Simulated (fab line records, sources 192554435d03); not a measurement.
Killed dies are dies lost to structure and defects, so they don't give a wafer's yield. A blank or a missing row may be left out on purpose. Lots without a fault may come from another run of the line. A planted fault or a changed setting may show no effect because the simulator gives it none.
Which tool did it? | flow n5_finfet | 10 lots, 29 wafers sampled, at 5 steps of a route of 1938

WHAT THE GAUGES READ, wafer by wafer
N5_BEOL_M11_INSPECT_58: inspects for defects (darkfield). Usual: raw_defect_count 70, standard deviation 21.
lot  | measured     | on                | raw_defect_count | flag
L629 | day 10 10:37 | defect_inspect-02 | 45 79 79         |
L631 | day 10 19:58 | defect_inspect-02 | 61 60 55         |
L630 | day 10 22:23 | defect_inspect-01 | 90 84 79         |
L637 | day 12 12:41 | defect_inspect-01 | 90 69            |
L640 | day 13 03:27 | defect_inspect-02 | 54 56 60         |
L641 | day 13 15:27 | defect_inspect-02 | 72 67 128        |
L642 | day 14 13:51 | defect_inspect-01 | 48 45 45         |
L649 | day 15 16:21 | defect_inspect-01 | 58 65 62         |
L648 | day 15 19:14 | defect_inspect-02 | 90 84 65         |
L652 | day 16 22:41 | defect_inspect-01 | 52 80 83         |

N5_BEOL_M12_THK_MEAS_01. Usual: M12_ILD_THK 659 nm, standard deviation 8.2.
lot  | measured     | on            | M12_ILD_THK (nm) | flag
L629 | day 10 10:47 | film_metro-01 | 665 658 674      |
L631 | day 10 20:08 | film_metro-01 | 658 656 664      |
L630 | day 10 22:34 | film_metro-02 | 664 659 663      |
L637 | day 12 12:52 | film_metro-02 | 657 663          |
L640 | day 13 03:37 | film_metro-02 | 663 669 666      |
L641 | day 13 15:37 | film_metro-01 | 644 645 658      |
L642 | day 14 14:01 | film_metro-02 | 654 648 656      |
L649 | day 15 16:34 | film_metro-01 | 646 648 657      |
L648 | day 15 19:28 | film_metro-02 | 678 669 669      |
L652 | day 16 22:52 | film_metro-02 | 649 661 667      |

N5_BEOL_M12_CD_MEAS_10: target cd 140 nm. Usual: cd_nm 139.6 nm, standard deviation 1.4.
lot  | measured     | on        | cd_nm (nm)        | flag
L629 | day 10 11:05 | cd_sem-02 | 137.3 138.5 138.9 |
L631 | day 10 20:26 | cd_sem-02 | 139.2 140.8 141.0 |
L630 | day 10 22:59 | cd_sem-02 | 139.9 139.3 140.4 |
L637 | day 12 13:10 | cd_sem-03 | 152.1 150.9       | OFF
L640 | day 13 04:02 | cd_sem-03 | 150.3 150.0 150.9 | OFF
L641 | day 13 16:03 | cd_sem-02 | 139.6 137.8 140.1 |
L642 | day 14 14:27 | cd_sem-02 | 141.5 139.7 140.6 |
L649 | day 15 16:59 | cd_sem-02 | 138.3 139.3 139.2 |
L648 | day 15 19:46 | cd_sem-01 | 138.1 138.0 137.4 |
L652 | day 16 23:18 | cd_sem-02 | 141.2 141.7 140.3 |

WHICH TOOL RAN EACH LOT (tool, then ch and the chambers of the sampled wafers, then the start)
lot  | N5_BEOL_M11_CURE_72           | N5_BEOL_M12_EXPOSE_07
L629 | uv_cure-02 ch 2, day 10 08:28 | krf_scanner-02 ch 0, day 10 10:55
L631 | uv_cure-02 ch 1, day 10 16:34 | krf_scanner-02 ch 0, day 10 20:16
L630 | uv_cure-02 ch 0, day 10 19:48 | krf_scanner-01 ch 0, day 10 22:49
L637 | uv_cure-01 ch 0, day 12 08:41 | krf_scanner-01 ch 0, day 12 13:01
L640 | uv_cure-02 ch 1, day 13 00:11 | krf_scanner-01 ch 0, day 13 03:53
L641 | uv_cure-02 ch 2, day 13 12:13 | krf_scanner-02 ch 0, day 13 15:53
L642 | uv_cure-01 ch 2, day 14 11:13 | krf_scanner-02 ch 0, day 14 14:17
L649 | uv_cure-03 ch 0, day 15 13:48 | krf_scanner-02 ch 0, day 15 16:49
L648 | uv_cure-02 ch 0, day 15 16:52 | krf_scanner-02 ch 0, day 15 19:36
L652 | uv_cure-02 ch 0, day 16 20:14 | krf_scanner-02 ch 0, day 16 23:08
- N5_BEOL_M11_CURE_72: cures SiCOH lowk, time 120 s.
- N5_BEOL_M12_EXPOSE_07: exposes mask V11.

WHAT THE TOOLS THEMSELVES READ (means of the sampled wafers that have a number; where no wafer has one, the mark that the record gives instead)
N5_BEOL_M11_CURE_72. Usual: lamp_power_pct 52.32 %, standard deviation 0.059; wafer_temp_C_max 371.9, standard deviation 0.61.
lot  | tool       | lamp_power_pct (%) | wafer_temp_C_max | flag
L629 | uv_cure-02 | 52.25              | 371.3            |
L631 | uv_cure-02 | 52.31              | 372.7            |
L630 | uv_cure-02 | 52.22              | 371.8            |
L637 | uv_cure-01 | 52.28              | 371.4            |
L640 | uv_cure-02 | 52.34              | 372.7            |
L641 | uv_cure-02 | 52.37              | 371.8            |
L642 | uv_cure-01 | 52.29              | 372.9            |
L649 | uv_cure-03 | 52.30              | 371.7            |
L648 | uv_cure-02 | 52.36              | 371.9            |
L652 | uv_cure-02 | 52.30              | 372.0            |

N5_BEOL_M12_EXPOSE_07. Usual: exposure_dose_mJ_cm2 32.49, standard deviation 0.031; stage_vel_mm_s 499.99 mm/s, standard deviation 0.27.
lot  | tool           | exposure_dose_mJ_cm2 | stage_vel_mm_s (mm/s) | flag
L629 | krf_scanner-02 | 32.45                | 499.93                |
L631 | krf_scanner-02 | 32.52                | 500.32                |
L630 | krf_scanner-01 | 32.50                | 500.23                |
L637 | krf_scanner-01 | 36.21                | 499.87                | OFF
L640 | krf_scanner-01 | 35.50                | 500.20                | OFF
L641 | krf_scanner-02 | 32.47                | 499.79                |
L642 | krf_scanner-02 | 32.49                | 500.02                |
L649 | krf_scanner-02 | 32.50                | 499.80                |
L648 | krf_scanner-02 | 32.49                | 500.20                |
L652 | krf_scanner-02 | 32.47                | 500.39                |

THE ANSWER, worked out from the rows above alone
Rule: a lot is off if the mean of its wafers that have a number lies more than 3 standard deviations from the usual mean. A lot without any number at a reading at which 4 lots or more have one is off too. The other lots that the step has rows for count as sound. The gauges are gone through in route order, then the tools' own readings, and for those a lot's mean is taken as printed above. The first step at which some lot is off is used, and at that step the reading that is off furthest; a lot without a number counts as furthest.
Off: L637, L640, at N5_BEOL_M12_CD_MEAS_10 (cd_nm).
A tool fits if, at a process step before that reading, it ran every lot that is off, and no sound lot after the first of them. The gauges at N5_BEOL_M12_CD_MEAS_10 aren't tried: what is off there is off at N5_BEOL_M12_EXPOSE_07 too, on other tools, and a gauge's error can't cause that. One fits: krf_scanner-01 at N5_BEOL_M12_EXPOSE_07. Its last sound lot is L630 (day 10 22:49), its first lot that is off L637 (day 12 13:01): a fault that began between those two fits.
The tool's own readings at N5_BEOL_M12_EXPOSE_07 bear it out: on the lots that are off they differ by more than 5 times the standard deviation of the sound lots' means. exposure_dose_mJ_cm2 reads 35.86 there against 32.49 on the sound lots.

WHAT THE SIMULATOR HAD PUT IN
Process parameter drift: krf_scanner-01, from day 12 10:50 on, at N5_BEOL_M12_EXPOSE_07. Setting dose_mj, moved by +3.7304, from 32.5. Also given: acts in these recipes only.
Lots struck among those shown: L637, L640. The rule above found the same.
